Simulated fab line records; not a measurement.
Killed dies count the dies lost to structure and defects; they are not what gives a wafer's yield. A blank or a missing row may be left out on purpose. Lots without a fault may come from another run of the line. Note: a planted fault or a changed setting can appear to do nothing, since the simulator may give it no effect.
fab line records	flow n5_finfet
[record] lots = 4	wafers = 12	last_day = 17
route steps=1938 shown BEOL_M8@1368 BEOL_M9@1401 BEOL_M15@1830
lots that met no fault: taken from a fault-free run of the same line
start_h: start of the lot's first displayed wafer, in hours after the record's first day	wait_h: hours elapsed since this lot's preceding step	" same as the row above	L1.1+2: a row that stands for several wafers	- value missing, or start not given	* or withheld: withheld	< > ~ a bound
route shown NAME@n: names a module that has steps shown in the file, with the first one's number in the route	usual: average and standard deviation across the fault-free wafers	same: alike in all rows	chamber/n: place in a boat	sites: each site's reading	_std_site: the values' standard deviation	_edge_site: the outer-site mean with the inner-site mean subtracted	radius_mm: for every site, how far away it sits from the centre of the wafer	mask NAME#n: copy n	behind: the last tool/chamber to shape the wafer	hold: the reason the lot was held/the length of the hold in hours/how it ended	device: the transistor (n, p or np) that didn't switch	end of line: the tests these same wafers got at the end of their route	step lacking rows: just its recipe	killed: the dies lost at the first sort to structure and to defects; this is not the yield of the wafer	map: per-die view of a wafer (x killed, . not killed, _ where there is no die)
set.NAME: the setting the step ran with; set.NAME@STEP: the setting that earlier step ran with	model.NAME: the simulator's own value behind a step, which no gauge read
lots at some steps of the route; a table a step, a row a wafer
services: the hour from which a tool's chamber was out of use, counted from the record's first day as start_h (under 0 if before that day), plus the number of hours and why
[[steps]]
[step N5_BEOL_M8_DESCUM_33]
[recipe] chemistry = O2	time_s = 7	source_power_w = 50	bias_power_w = 20	pressure_mtorr = 20	rf_frequency_hz = 2.712e+07	temp_c = 40	resist = CAR-EUV	o2_flow_sccm = 225
[step N5_BEOL_M8_ETCH_72]
[recipe] chemistry = N2/H2	target = underlayer	target_depth_a = 65	mask_material = CAR-EUV	time_s = 5.2	ion_energy_ev = 200	pressure_mtorr = 30	source_w = 840	bias_w = 150	n2_flow_sccm = 200	h2_flow_sccm = 200	ends = cleared
[step N5_BEOL_M8_ETCH_65]
[recipe] chemistry = CF4	target = SiARC	target_depth_a = 156	mask_material = CAR-EUV	time_s = 26	ion_energy_ev = 80	pressure_mtorr = 40	source_w = 545	bias_w = 36	Ar_flow_sccm = 100	cf4_flow_sccm = 100	ends = cleared
[step N5_BEOL_M8_ETCH_66]
[recipe] chemistry = N2/H2	target = SOC	target_depth_a = 800	overetch_a = 160	mask_material = SiARC	temp_c = 40	time_s = 120	ion_energy_ev = 200	pressure_mtorr = 30	source_w = 840	bias_w = 150	n2_flow_sccm = 200	h2_flow_sccm = 200
[step N5_BEOL_M8_STRIP_69]
[recipe] chemistry = N2/H2	temp_c = 40	n2_flow_sccm = 200	h2_flow_sccm = 200	rf_frequency_hz = 6e+07
[step N5_BEOL_M8_STRIP_73]
[recipe] chemistry = N2/H2	temp_c = 40	n2_flow_sccm = 200	h2_flow_sccm = 200	rf_frequency_hz = 6e+07
[step N5_BEOL_M8_VIA_ETCH_34]
[recipe] chemistry = C4F6/O2	target = SiCOH_lowk	target_depth_a = 1255	mask_material = SOC	taper_deg = 4	time_s = 50.5	ion_energy_ev = 250	pressure_mtorr = 30	source_w = 345	bias_w = 185	Ar_flow_sccm = 300	C4F6_flow_sccm = 10	O2_flow_sccm = 10
[step N5_BEOL_M8_STRIP_76]
[recipe] chemistry = C4F6/O2	resist = SiARC	rf_frequency_hz = 6e+07
[step N5_BEOL_M8_STRIP_36]
[recipe] chemistry = N2/H2	power_w = 450	temp_c = 40	pressure_mtorr = 20	rf_frequency_hz = 6e+07	overash_fraction = 0.3	bias_power_w = 7	h2_frac = 0.5	n2_flow_sccm = 200	h2_flow_sccm = 200
[step N5_BEOL_M8_TRENCH_ETCH_37]
[recipe] chemistry = C4F6/O2	target_depth_a = 934.78	target = SiCOH_lowk	time_s = 31.2	ion_energy_ev = 250	pressure_mtorr = 30	source_w = 345	bias_w = 185	Ar_flow_sccm = 300	C4F6_flow_sccm = 10	O2_flow_sccm = 10
[usual] bias_w = 185.0/0.58	drypump_motor_current_A = 5.8/0.42	oes_product_au = 0.80/0.077	rf_vpp_V = 667/6.3	showerhead_plenum_p_Torr = 2.89/0.091	throttle_valve_pct = 20.73/0.24
lot.wafer	tool	chamber	start_h	wait_h	bias_w	drypump_motor_current_A	oes_product_au	rf_hours_counter_h	rf_vpp_V	showerhead_plenum_p_Torr	throttle_valve_pct	model.BEOL_M8.feature_depth_nm	model.etch.depth_nm	model.TiN_of_BEOL_M8_HM_DEP_02.thk_nm
L643.2	rie_diel-06	1	219.09	-	183.9	6.4	0.85	78	665	2.99	20.82	92.8	92.74	17.4
L643.3	"	2	"	"	183.9	5.6	0.76	168	662	2.73	20.95	94.2	94.11	17.2
L643.6	"	3	"	"	185.1	6.6	0.68	-	664	2.68	20.60	93	93.03	17
L655.4	rie_diel-06	3	292.35	-	184.8	6.6	0.95	-	673	3.01	20.24	95.6	95.7	17.2
L655.5	"	1	"	"	185.3	6.4	1.02	-	665	2.98	20.93	129.6	129.6	16
L655.6	"	0	"	"	185.6	5.9	0.87	-	656	2.82	20.83	129	128.9	16.2
L658.1	rie_diel-06	0	300.96	-	184.7	5.9	0.71	197	655	2.82	20.78	93.2	93.14	17.6
L658.4	"	3	"	"	185.1	6.6	0.94	-	674	3.01	20.23	96.2	96.2	17.2
L658.5	"	1	"	"	185.6	6.5	1.01	-	666	2.98	20.93	128.4	128.4	16.2
L662.2	rie_diel-04	1	336.15	-	184.6	6.0	0.79	115	669	2.87	20.58	94	94.07	17.2
L662.5	"	1	"	"	184.8	6.0	0.79	-	668	2.87	20.61	93.8	93.72	17.2
L662.6	"	0	"	"	185.1	5.4	0.80	-	682	2.87	20.91	93	93.05	17.4
[step N5_BEOL_M8_ETCH_41]
[recipe] chemistry = CH3F/O2	target = SiCN	target_depth_a = 319	taper_deg = 2	time_s = 57.8	ion_energy_ev = 120	mask_material = TiN	pressure_mtorr = 30	source_w = 395	bias_w = 75	Ar_flow_sccm = 150	CH3F_flow_sccm = 30	O2_flow_sccm = 20
[step N5_BEOL_M8_STRIP_80]
[recipe] chemistry = N2/H2	time_s = 10	power_w = 450	temp_c = 40	pressure_mtorr = 20	rf_frequency_hz = 6e+07	bias_power_w = 7	n2_flow_sccm = 200	h2_flow_sccm = 200
[step N5_BEOL_M8_OCD_MEAS_38]
[usual] trench_depth_nm = 93.5/1
lot.wafer	tool	chamber	start_h	wait_h	trench_depth_nm
L643.2	ocd-01	-	219.25	-	92.8
L643.3	"	-	"	"	93.8
L643.6	"	-	"	"	92.9
L655.4	ocd-01	-	292.49	-	95.7
L655.5	"	-	"	"	129.5
L655.6	"	-	"	"	128.8
L658.1	ocd-01	-	301.12	-	92.9
L658.4	"	-	"	"	96.0
L658.5	"	-	"	"	128.7
L662.2	ocd-02	-	336.31	-	94.0
L662.5	"	-	"	"	93.9
L662.6	"	-	"	"	93.2
[step N5_BEOL_M8_HM_STRIP_39]
[recipe] chemistry = peroxide_tin_strip	material = TiN	target_depth_a = 250	temp_c = 50	time_s = 158
[step N5_BEOL_M8_SRD_40]
[recipe] time_s = 30	temp_c = 23	rinse_liquid = diw	dry = ipa_marangoni
[step N5_BEOL_M8_PRECLEAN_42]
[recipe] chemistry = residue_remover	time_s = 60	temp_c = 40
[step N5_BEOL_M8_SRD_43]
[recipe] time_s = 30	temp_c = 23	rinse_liquid = diw	dry = ipa_marangoni
[step N5_BEOL_M8_CURE_75]
[recipe] temp_c = 370	time_s = 120	ambient = DMADMS/He	material = SiCOH_lowk
[step N5_BEOL_M8_DEGAS_44]
[recipe] ambient = vacuum	temp_c = 250	time_s = 60
[step N5_BEOL_M8_PRE_CLEAN_45]
[recipe] gas = H2/He	time_s = 30	temp_c = 250
[step N5_BEOL_M8_ALD_77]
[recipe] material = TaN	target_thk_a = 20	temp_c = 275	ald_precursor_family = PDMAT	ald_co_reactant = NH3	pressure_torr = 3	carrier_flow_sccm = 1500	pulse_time_s = 2	purge_time_s = 3	co_reactant_purge_time_s = 2	co_reactant_pulse_time_s = 3	ald_cycles = 40	precursor_vessel_temp_c = 75	precursor_vessel_pressure_torr = 26.25	precursor_vessel_carrier_sccm = 1000
[step N5_BEOL_M8_SURFACE_TREAT_79]
[recipe] gas = Ar	time_s = *	ion_energy_ev = *	ion_current_ma_cm2 = 0.5	pressure_mtorr = *	ar_flow_sccm = 30
[step N5_BEOL_M8_CVD_78]
[recipe] material = Co	target_thk_a = 20	temp_c = withheld	precursor = CCTBA/H2	pressure_torr = 30	time_s = 142.3
[step N5_BEOL_M8_SPUTTER_48]
[recipe] material = Cu	target_thk_a = 100	temp_c = -20	bias_v = 60	power_w = 26000	chamber_pressure_pa = 0.13	time_s = 1.667
[step N5_BEOL_M8_ECD_50]
[recipe] material = Cu	target_thk_a = 3000
[step N5_BEOL_M8_ANNEAL_51]
[recipe] temp_c = 225	time_s = 90	ambient = N2
[step N5_BEOL_M8_CMP_52]
[recipe] stop_on = SiCOH_lowk	t_overpolish_s = 6.9	down_force_psi = 1	platen_rpm = 50	clearing_platen_down_force_psi = 1.5	clearing_platen_rpm = 50	post_cmp_clean = cu_alkaline	target_thk_nm = 80	clearing_platen_pad_velocity_m_s = 0.99484	pad_velocity_m_s = 0.99484
[usual] edge_zone_pressure_frac = 1.000/0.0048	motor_current_A = 6.3/0.69	pad_life_wafers = 926/530
lot.wafer	tool	chamber	start_h	wait_h	edge_zone_pressure_frac	motor_current_A	pad_life_wafers	model.Cu_of_BEOL_M8_ECD_50.thk_nm
L643.3	cmp-01	0	222.03	0.2	0.995	7.5	1639	80.2
L643.2	"	2	"	"	1.004	6.5	1641	78.2
L643.6	"	3	"	"	1.009	6.7	-	78.4
L655.4	cmp-01	2	295.65	0.1	1.002	6.4	30	81.6
L655.5	"	2	"	"	1.003	6.5	-	114.8
L655.6	"	3	"	"	1.004	7.0	-	113
L658.4	cmp-03	1	303.14	0.2	1.003	6.8	811	80.8
L658.1	"	2	"	"	1.004	6.9	812	79.6
L658.5	"	0	"	"	0.995	6.4	-	114.8
L662.2	cmp-02	3	338.68	0.3	0.997	5.8	1527	80.2
L662.6	"	0	"	"	1.006	5.8	-	79.2
L662.5	"	1	"	"	1.008	6.6	-	79.8
[step N5_BEOL_M8_THK_MEAS_53]
[recipe] thk_meas_gauge = xrf	reads = Cu_of_BEOL_M8_ECD_50
[usual] M8_THK = 80.3/1.4
lot.wafer	tool	chamber	start_h	wait_h	M8_THK[nm]
L643.2	film_metro-02	-	222.29	-	79.3
L643.3	"	-	"	"	81.4
L643.6	"	-	"	"	79.3
L655.4	film_metro-01	-	295.94	-	81.3
L655.5	"	-	"	"	114.3
L655.6	"	-	"	"	112.1
L658.1	film_metro-02	-	303.40	-	79.9
L658.4	"	-	"	"	81.3
L658.5	"	-	"	"	115.3
L662.2	film_metro-01	-	338.86	-	80.6
L662.5	"	-	"	"	80.4
L662.6	"	-	"	"	79.7
[step N5_BEOL_M8_PRE_CLEAN_55]
[recipe] gas = NH3	time_s = 15	temp_c = withheld	rf_power_w = 300
[step N5_BEOL_M8_DEP_56]
[recipe] material = SiCN	target_thk_a = 100	temp_c = withheld	precursor = 3MS/NH3	pressure_torr = 3	rf_w = 202	time_s = 17.5
[step N5_BEOL_M8_RS_MEAS_57]
[recipe] thk_meas_gauge = four-point-probe	reads = Cu_of_BEOL_M8_ECD_50+Co_of_BEOL_M8_CVD_78+TaN_of_BEOL_M8_ALD_77
[usual] M8_RS = 0.288/0.0056
lot.wafer	tool	chamber	start_h	wait_h	M8_RS[ohm/sq]
L643.2	film_metro-02	-	222.42	0.1	0.294
L643.3	"	-	"	"	0.286
L643.6	"	-	"	"	0.293
L655.4	film_metro-01	-	296.07	0.0	0.279
L655.5	"	-	"	"	0.189
L655.6	"	-	"	"	0.192
L658.1	film_metro-02	-	303.53	0.1	0.287
L658.4	"	-	"	"	0.283
L658.5	"	-	"	"	0.189
L662.2	film_metro-01	-	338.99	0.1	0.286
L662.5	"	-	"	"	0.287
L662.6	"	-	"	"	0.290
[step N5_BEOL_M9_ILD_DEP_00]
[recipe] material = SiCOH_lowk	target_thk_a = 3085.1	temp_c = 300	precursor = DEMS/porogen	pressure_torr = 5	rf_w = 500	time_s = 58
[step N5_BEOL_M9_CURE_71]
[recipe] temp_c = 385	time_s = 240	ambient = He/Ar	material = SiCOH_lowk
[step N5_BEOL_M9_PECVD_70]
[recipe] material = SiO2	target_thk_a = 200	temp_c = 400	precursor = TEOS/O2	pressure_torr = 5.5	rf_w = 450	teos_flow_sccm = 53.8	gas = O2	flow_sccm = 3000	time_s = 22.7
[step N5_BEOL_M9_HM_DEP_02]
[recipe] material = TiN	target_thk_a = 200	temp_c = 25	chamber_pressure_pa = 0.49996
[step N5_BEOL_M9_COAT_59]
[recipe] resist = SOC	temp_c = 250	time_s = 60	spin_rpm = 1500	resist_thk_nm = 100
[step N5_BEOL_M15_RC_MEAS_101]
[usual] COMB_M10 = 1.4e-11/3.2e-12	COMB_M10_max_site = 2e-11/4.6e-12	COMB_M11 = 1.4e-11/3.1e-12	COMB_M12 = 6.3e-12/1.4e-12	COMB_M13 = 4.3e-12/9.4e-13	COMB_M14 = 3.3e-12/8.2e-13	COMB_M15 = 2.3e-12/5.4e-13	COMB_M5 = 3.6e-11/6.7e-12	COMB_M6 = 2.4e-11/5e-12	COMB_M7 = 2.5e-11/4.8e-12	COMB_M9 = 1.4e-11/3.1e-12	SERP_M10 = 3.08/0.059	SERP_M11 = 3.04/0.058	SERP_M12 = 0.632/0.011	SERP_M13 = 0.309/0.0048	SERP_M13_max_site = 0.312/0.0048	SERP_M14 = 0.1610/0.0025	SERP_M5 = 38.3/1.3	SERP_M6 = 13.8/0.44	SERP_M7 = 13.9/0.4	SERP_M8 = 14.0/0.42	SERP_M8_max_site = 14.6/0.48	SERP_M9 = 3.06/0.068
lot.wafer	tool	chamber	start_h	wait_h	COMB_M10[S/m]	COMB_M10_max_site[S/m]	COMB_M11[S/m]	COMB_M12[S/m]	COMB_M13[S/m]	COMB_M14[S/m]	COMB_M15[S/m]	COMB_M5[S/m]	COMB_M6[S/m]	COMB_M7[S/m]	COMB_M9[S/m]	SERP_M10[ohm/um]	SERP_M11[ohm/um]	SERP_M12[ohm/um]	SERP_M13[ohm/um]	SERP_M13_max_site[ohm/um]	SERP_M14[ohm/um]	SERP_M5[ohm/um]	SERP_M6[ohm/um]	SERP_M7[ohm/um]	SERP_M8[ohm/um]	SERP_M8_max_site[ohm/um]	SERP_M9[ohm/um]
L643.2	prober-01	0	268.80	0.2	2.3e-11	2.7e-11	1.6e-11	4.4e-12	4.8e-12	3.2e-12	2.8e-12	3.6e-11	2.9e-11	3.1e-11	1.5e-11	3.12	3.08	0.636	0.310	0.314	0.1621	38.5	13.2	14.1	14.3	14.8	3.02
L643.3	"	0	"	"	2e-11	2.6e-11	1e-11	8.4e-12	2.8e-12	4.4e-12	3e-12	2.9e-11	2.7e-11	3e-11	1.4e-11	3.08	3.00	0.628	0.304	0.307	0.1615	37.1	13.2	13.8	13.9	14.2	2.97
L643.6	"	0	"	"	1.2e-11	1.9e-11	1.2e-11	5.4e-12	3.9e-12	3.9e-12	3.4e-12	3e-11	3.1e-11	3e-11	1.3e-11	3.16	3.06	0.613	0.311	0.318	0.1624	39.0	12.9	14.2	13.9	14.7	2.98
L655.4	prober-02	0	346.84	0.5	1.5e-11	1.8e-11	1.1e-11	4.1e-12	4.4e-12	3.1e-12	1.7e-12	3.3e-11	1.7e-11	2e-11	1.1e-11	3.13	3.11	0.631	0.309	0.311	0.1644	39.0	13.6	13.6	13.7	14.2	3.06
L655.5	"	0	"	"	1.3e-11	2.3e-11	1.5e-11	6e-12	4.8e-12	3.7e-12	2.8e-12	3.6e-11	2.2e-11	2.2e-11	1.4e-11	3.15	2.93	0.641	0.307	0.312	0.1655	39.1	14.2	13.9	9.1	9.4	3.14
L655.6	"	0	"	"	1.5e-11	2.2e-11	1.3e-11	7.5e-12	4.7e-12	4.3e-12	1.9e-12	3.5e-11	2.5e-11	1.5e-11	1.3e-11	3.15	3.12	0.637	0.310	0.316	0.1621	36.9	14.3	14.3	9.3	9.7	3.16
L658.1	prober-02	0	358.10	0.6	1.4e-11	2e-11	1.1e-11	4.1e-12	3.5e-12	4.4e-12	2.4e-12	3.4e-11	2.5e-11	2.1e-11	1e-11	2.98	3.13	0.637	0.316	0.319	0.1590	38.4	13.2	14.3	14.1	14.9	3.16
L658.4	"	0	"	"	1.1e-11	1.6e-11	1.5e-11	4.3e-12	3.9e-12	2.4e-12	2.9e-12	4.2e-11	2.6e-11	2.3e-11	1.3e-11	3.13	3.09	0.652	0.307	0.309	0.1612	37.8	12.6	14.1	14.6	16.0	3.07
L658.5	"	0	"	"	1.5e-11	1.9e-11	1e-11	6.8e-12	2.9e-12	3.6e-12	2.3e-12	3.6e-11	2.4e-11	2.2e-11	1e-11	3.10	3.05	0.640	0.306	0.312	0.1623	38.5	13.1	14.3	9.5	9.8	3.03
L662.2	prober-01	0	383.74	0.2	1.5e-11	2.4e-11	1.2e-11	7.6e-12	4.2e-12	3.2e-12	3e-12	3.1e-11	2.7e-11	2.3e-11	1.2e-11	3.02	3.03	0.622	0.309	0.312	0.1610	40.8	14.1	13.8	14.1	14.8	2.94
L662.5	"	0	"	"	1.4e-11	1.8e-11	1.4e-11	6.6e-12	3e-12	3e-12	1.7e-12	3.3e-11	2.2e-11	3.2e-11	1.2e-11	3.14	3.10	0.627	0.302	0.305	0.1600	38.7	14.5	14.3	13.7	14.5	3.01
L662.6	"	0	"	"	1.2e-11	2e-11	1.3e-11	6e-12	3e-12	2.8e-12	2.1e-12	4e-11	2.4e-11	1.7e-11	1.2e-11	3.15	3.08	0.619	0.310	0.314	0.1614	37.7	13.8	13.5	14.7	15.0	2.97
// sites SERP_M8 radius_mm=0,75,75,75,75,140,140,140,140
L643.2 14.3 14.3 14.6 14.3 14.8 14.0 14.4 14.6 14.0
L655.4 13.2 13.4 13.8 13.7 13.5 13.8 14.2 13.7 14.1
L658.1 13.9 14.1 14.0 14.3 14.9 14.1 14.3 13.6 14.0
L662.2 14.7 14.1 14.8 13.9 14.7 13.2 13.2 13.1 14.1
[[services]]
tool	chamber	start_h	hours	kind
cmp-03	-	197.33	-	consumable_replace:conditioner
cmp-03	-	197.33	-	consumable_replace:pad
cmp-03	-	197.70	1.8	repair
cmp-03	-	200.88	9.4	pm
cmp-03	-	214.96	4.3	pm
cmp-03	-	223.26	2.5	repair
rie_diel-06	3	228.27	-	clean
rie_diel-06	3	228.27	-	consumable_replace:focus_ring
rie_diel-06	3	228.27	-	consumable_replace:showerhead
rie_diel-06	3	228.27	22.3	scheduled_down
rie_diel-06	3	228.27	22.3	vent_cycle
cmp-02	-	230.48	1.0	repair
cmp-01	-	240.96	2.3	repair
cmp-01	-	251.52	6.1	repair
cmp-02	-	264.59	5.4	pm
cmp-03	-	281.72	1.9	repair
cmp-03	-	285.20	0.5	repair
cmp-01	-	288.57	4.0	pm
cmp-01	-	292.57	-	consumable_replace:conditioner
cmp-01	-	292.57	-	consumable_replace:pad
cmp-02	-	296.11	2.5	repair
rie_diel-04	0	314.36	2.7	repair
cmp-02	-	316.20	11.3	repair
cmp-01	-	317.58	0.9	repair
[[key]]
[first_sign] step = N5_BEOL_M8_TRENCH_ETCH_37	reading = oes_product_au	direction = up	sigmas = 2.1	usual = 0.80	struck = 0.97
[effect] step = N5_BEOL_M8_OCD_MEAS_38	reading = trench_depth_nm	direction = up	sigmas = 34	usual = 93.5	struck = 129.0
[effect] step = N5_BEOL_M8_THK_MEAS_53	reading = M8_THK	direction = up	sigmas = 23	usual = 80.3	struck = 113.9
[effect] step = N5_BEOL_M8_RS_MEAS_57	reading = M8_RS	direction = down	sigmas = 17	usual = 0.288	struck = 0.190
[effect] step = N5_BEOL_M15_RC_MEAS_101	reading = SERP_M8	direction = down	sigmas = 11	usual = 14.0	struck = 9.3
[model_effect] step = N5_BEOL_M8_TRENCH_ETCH_37	value = BEOL_M8.feature_depth_nm	without = 93.87	struck = 129
[model_effect] step = N5_BEOL_M8_CMP_52	value = Cu_of_BEOL_M8_ECD_50.thk_nm	without = 79.13	struck = 114.2
met_at N5_BEOL_M8_TRENCH_ETCH_37
struck_wafers L655.5,L655.6,L658.5
onset_between 219.09 292.35
[fault] kind = process_parameter_drift	tool = rie_diel-06	chamber = -	onset_h = 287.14	steps = N5_BEOL_M8_TRENCH_ETCH_37	channel = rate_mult	offset = 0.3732	shape = step	end_h = 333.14	scope = struck_wafers_only
